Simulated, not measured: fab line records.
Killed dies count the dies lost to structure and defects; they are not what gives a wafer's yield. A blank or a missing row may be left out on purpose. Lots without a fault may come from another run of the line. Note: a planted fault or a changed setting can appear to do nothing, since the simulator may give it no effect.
A lot that was struck, set against a sound lot || flow nand_harc || 42 out of 1159 route steps
Sound: wafers L827.2, L827.5, L827.6. The struck wafers were L840.3, L840.4, L840.6. The cause is given at the end.
Order at every step that has rows: each side's tool, ch and its chambers, its first start. Under that, the readings that differ: sound wafers || struck wafers || difference of the means || sigmas: that difference in standard deviations of wafers without a fault.
alike: readings whose means differ by less than 2 such deviations, and words and numbers that are the same on both sides. not compared: withheld readings, readings that some wafer has no value for, bounds like >300 that may hide the same value, and numbers for which the record gives no deviation and whose values overlap.
A row with sigmas, a row that says differs or no value, or rows on one side alone: a step with any of these is where the two part. Numbers that don't overlap but have no deviation are shown without sigmas and don't part them. A reading that every wafer of one side lacks parts them only if that side has two wafers or more.

first, 4 steps without rows for these wafers: NHARC_A_CONTACT_ETCH_48 (etches the open film in CF4, target depth 39 nm, time 65 s); NHARC_A_CONTACT_ETCH_49 (etches the open film in N2/H2, target depth 260 nm, time 475.3 s); NHARC_A_CONTACT_ETCH_50 (etches the open film in CF4/CHF3, target depth 84.7 nm, time 42.4 s); NHARC_A_CONTACT_ETCH_51 (etches the open film in O2/COS, target depth 3600 nm, time 936 s).
NHARC_A_CONTACT_ETCH_111: etches the open film in C4F8/O2/Ar, time 140 s, target depth 700 nm.
  sound on har_cap_etch-01 ch 0,1, day 16 23:34; struck on har_cap_etch-01 ch 0,1, day 20 06:23
  not compared: rf_hours_counter_h
NHARC_A_CONTACT_ETCH_112: etches the open film in C4F8/O2/Ar, time 94 s, target depth 922 nm.
  sound on har_cap_etch-01 ch 0,1, day 16 23:46; struck on har_cap_etch-01 ch 0,1, day 20 06:32
  not compared: rf_hours_counter_h
then, 6 steps without rows for these wafers: NHARC_A_CONTACT_ETCH_113 (etches the open film in C4F8/O2/Ar, time 94 s, target depth 922 nm); NHARC_A_CONTACT_ETCH_114 (etches the open film in C4F8/O2/Ar, time 94 s, target depth 922 nm); NHARC_A_CONTACT_ETCH_115 (etches the open film in C4F8/O2/Ar, time 94 s, target depth 922 nm); NHARC_A_CONTACT_ETCH_116 (etches the open film in C4F8/O2/Ar, time 94 s, target depth 922 nm); NHARC_A_CONTACT_ETCH_117 (etches the open film in C4F8/O2/Ar, time 94 s, target depth 922 nm); NHARC_A_CONTACT_ETCH_118 (etches the open film in C4F8/O2/Ar, time 94 s, target depth 922 nm).
NHARC_A_CONTACT_ETCH_119: etches the open film in C4F8/O2/Ar, time 94 s, target depth 922 nm.
  sound on har_cap_etch-01 ch 0,1, day 17 00:25; struck on har_cap_etch-01 ch 0,1, day 20 07:10
  not compared: rf_hours_counter_h
NHARC_A_CONTACT_ETCH_120: etches the open film in C4F8/O2/Ar, time 94 s, target depth 922 nm.
  sound on har_cap_etch-01 ch 0,1, day 17 00:30; struck on har_cap_etch-01 ch 0,1, day 20 07:16
  not compared: rf_hours_counter_h
then, 4 steps without rows for these wafers: NHARC_A_CONTACT_ETCH_121 (etches the open film in C4F8/O2/Ar, time 94 s, target depth 922 nm); NHARC_A_CONTACT_ETCH_122 (etches the open film in C4F8/O2/Ar, time 95 s, target depth 930 nm); NHARC_A_CONTACT_ETCH_123 (etches the open film in C4F8/O2/Ar, time 253 s, target depth 1090 nm); NHARC_A_CONTACT_ETCH_90 (etches the open film in CH3F/O2, target depth 40 nm, time 85.7 s).
NHARC_A_CONTACT_ETCH_96: etches the open film in C4F6/O2, target depth 20 nm, time 10 s.
  sound on rie_diel-01 ch 0,3; struck on rie_diel-01 ch 1,3
  alike: drypump_motor_current_A, oes_product_au, rf_vpp_V, showerhead_plenum_p_Torr, throttle_valve_pct
  not compared: rf_hours_counter_h
NHARC_A_CONTACT_CD_MEAS_53:
  sound on cd_sem-03, day 17 01:35; struck on cd_sem-02, day 20 08:20
  alike: cd_nm
then, 4 steps without rows for these wafers: NHARC_A_CONTACT_STRIP_99 (strips in N2/H2); NHARC_A_CONTACT_STRIP_100 (strips in CF4/CHF3); NHARC_A_CONTACT_STRIP_101 (strips in O2/COS); NHARC_A_CONTACT_ETCH_102 (etches the open film in CF4/O2, target depth 70 nm, overetch 7 nm, time 38.5 s).
NHARC_A_CONTACT_STRIP_55: strips in O2.
  sound on rie_diel-03 ch 0,2,3; struck on rie_diel-01 ch 1,2,3
  alike: drypump_motor_current_A, oes_product_au, rf_vpp_V, showerhead_plenum_p_Torr, throttle_valve_pct
  not compared: rf_hours_counter_h
then, 13 steps without rows for these wafers: NHARC_A_CONTACT_STRIP_56 (strips in post etch residue remover, time 600 s); NHARC_A_CONTACT_DEP_57 (deposits aC, target thk 2800 nm); NHARC_A_CONTACT_DEP_58 (deposits SiON, target thk 60 nm); NHARC_A_CONTACT_DEHYDRATE_59 (time 120 s); NHARC_A_CONTACT_HMDS_60 (time 30 s); NHARC_A_CONTACT_COAT_61 (time 75 s); NHARC_A_CONTACT_COAT_62 (time 65 s); NHARC_A_CONTACT_COAT_63 (resist thk 90 nm); NHARC_A_CONTACT_SOFTBAKE_64 (time 55 s); NHARC_A_CONTACT_EBR_65; NHARC_A_CONTACT_EXPOSE_66 (exposes mask A CC 2); NHARC_A_CONTACT_PEB_67 (peb time 65 s); NHARC_A_CONTACT_DEVELOP_68 (develop time 35 s).
NHARC_A_CONTACT_CD_MEAS_69: the cd target is 200 nm.
  sound on cd_sem-01 ch 0, day 17 07:55; struck on cd_sem-02 ch 0, day 20 14:14
  alike: cd_nm
NHARC_A_CONTACT_OVL_MEAS_70:
  sound on overlay-02, day 17 08:00; struck on overlay-01, day 20 14:20
  alike: overlay_x_nm, overlay_y_nm
then, 1 step without rows for these wafers: NHARC_A_CONTACT_DESCUM_74 (chemistry O2, time 3 s).
-- record jumps: 3 days between struck wafers' starts before vs after; left off in module A_CONTACT, resumes in module END, first step shown is number 1159 of the route --
NHARC_END_SORT_01:
  the record has rows for the struck wafers here (prober-01 ch 0, day 23 06:26) and none for the sound ones

== WHERE THEY PART ==
At NHARC_END_SORT_01 and nowhere else, as far as this record goes.

WHY: what had been put in by the simulator
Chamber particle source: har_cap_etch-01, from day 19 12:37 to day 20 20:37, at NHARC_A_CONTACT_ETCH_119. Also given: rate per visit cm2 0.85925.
